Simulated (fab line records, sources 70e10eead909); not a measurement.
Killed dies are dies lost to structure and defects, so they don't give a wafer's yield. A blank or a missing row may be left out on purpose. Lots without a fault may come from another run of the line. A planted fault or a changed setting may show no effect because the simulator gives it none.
A struck lot beside a sound one | flow nand_harc | 14 steps out of a route of 1302
Sound: wafers L557.1, L557.2, L557.6. Struck: wafers L568.1, L568.2, L568.6. The cause comes at the end.
At each step with rows: each side's tool, then ch and its chambers, then its first start. Under that, the readings that differ: sound wafers | struck wafers | difference of the means | sigmas: that difference in standard deviations of wafers without a fault.
alike: readings whose means differ by less than 2 such deviations, and words and numbers that are the same on both sides. not compared: withheld readings, readings that some wafer has no value for, bounds like >300 that may hide the same value, and numbers for which the record gives no deviation and whose values overlap.
The two part at a step that has a row with sigmas, a row that says differs or no value, or rows on one side only. Numbers that don't overlap but have no deviation are shown without sigmas and don't part them. A reading that every wafer of one side lacks parts them only if that side has two wafers or more.

first, 2 steps without rows for these wafers: NHARC_A_ONON_D1_ANNEAL_15 (time 3600 s); NHARC_A_ONON_D1_DEP_16 (target thk 1000 nm).
NHARC_A_ONON_D1_THK_MEAS_18: measures by ellipsometry.
  sound on film_metro-02, day 11 14:19; struck on film_metro-02, day 15 22:47
  reading     | sound          | struck         | difference | sigmas
  thk_nm (nm) | 1026 1025 1027 | 1004 1006 1003 | -22        | -2
then, 1 step without rows for these wafers: NHARC_A_ONON_D1_DEP_19 (target thk 1000 nm).
NHARC_A_ONON_D1_THK_MEAS_21: measures by ellipsometry.
  sound on film_metro-01, day 11 14:53; struck on film_metro-01, day 15 23:22
  reading     | sound          | struck      | difference | sigmas
  thk_nm (nm) | 1003 1004 1001 | 977 976 977 | -26        | -3
then, 1 step without rows for these wafers: NHARC_A_ONON_D1_DEP_22 (target thk 1000 nm).
NHARC_A_ONON_D1_THK_MEAS_24: measures by ellipsometry.
  sound on film_metro-01, day 11 15:27; struck on film_metro-02, day 15 23:55
  reading     | sound          | struck      | difference | sigmas
  thk_nm (nm) | 1014 1013 1015 | 994 996 995 | -19        | -2
then, 1 step without rows for these wafers: NHARC_A_ONON_D1_DEP_25 (target thk 1000 nm).
NHARC_A_ONON_D1_THK_MEAS_27: measures by ellipsometry.
  sound on film_metro-02, day 11 16:01; struck on film_metro-02, day 16 00:29
  alike: thk_nm
then, 1 step without rows for these wafers: NHARC_A_ONON_D1_DEP_28 (target thk 1000 nm).
NHARC_A_ONON_D1_THK_MEAS_30: measures by ellipsometry.
  sound on film_metro-02, day 11 16:35; struck on film_metro-01, day 16 01:03
  alike: thk_nm
NHARC_A_ONON_D1_DEP_33: deposits SiO2, target thk 200 nm.
  sound on pecvd-02 ch 0,1, day 11 16:39; struck on pecvd-02 ch 1,2, day 16 01:07
  reading              | sound             | struck               | difference | sigmas
  rf_fwd_power_W (W)   | 898.5 902.2 900.6 | 1255.0 1260.3 1256.9 | +357.0     | +99 or more
  showerhead_vpp_V (V) | 1831 1965 1937    | 2363 2310 2293       | +411       | +4
  alike: heater_power_w, throttle_valve_pct
NHARC_A_ONON_D1_THK_MEAS_34: measures by ellipsometry.
  sound on film_metro-02, day 11 17:04; struck on film_metro-02, day 16 01:41
  reading     | sound             | struck            | difference | sigmas
  thk_nm (nm) | 196.8 193.3 197.6 | 219.9 220.7 222.7 | +25.2      | +9
  not compared: hold
-- the record jumps here: 17 days lie between the struck wafers' starts before and after (it left off in module A_ONON_D1 and takes up again in module END, whose first step shown is number 1302 of the route) --
NHARC_END_SORT_01:
  sound on prober-01 ch 0, day 27 11:11; struck on prober-01 ch 0, day 33 12:41
  alike: killed_at_array, killed_at_other, killed_at_periphery, killed_dies, killed_open, killed_short

WHERE THEY PART
First at NHARC_A_ONON_D1_THK_MEAS_18; last, within this record, at NHARC_A_ONON_D1_THK_MEAS_34. Later steps at which nothing parts them and some readings are alike: NHARC_END_SORT_01.

WHY: what the simulator had put in
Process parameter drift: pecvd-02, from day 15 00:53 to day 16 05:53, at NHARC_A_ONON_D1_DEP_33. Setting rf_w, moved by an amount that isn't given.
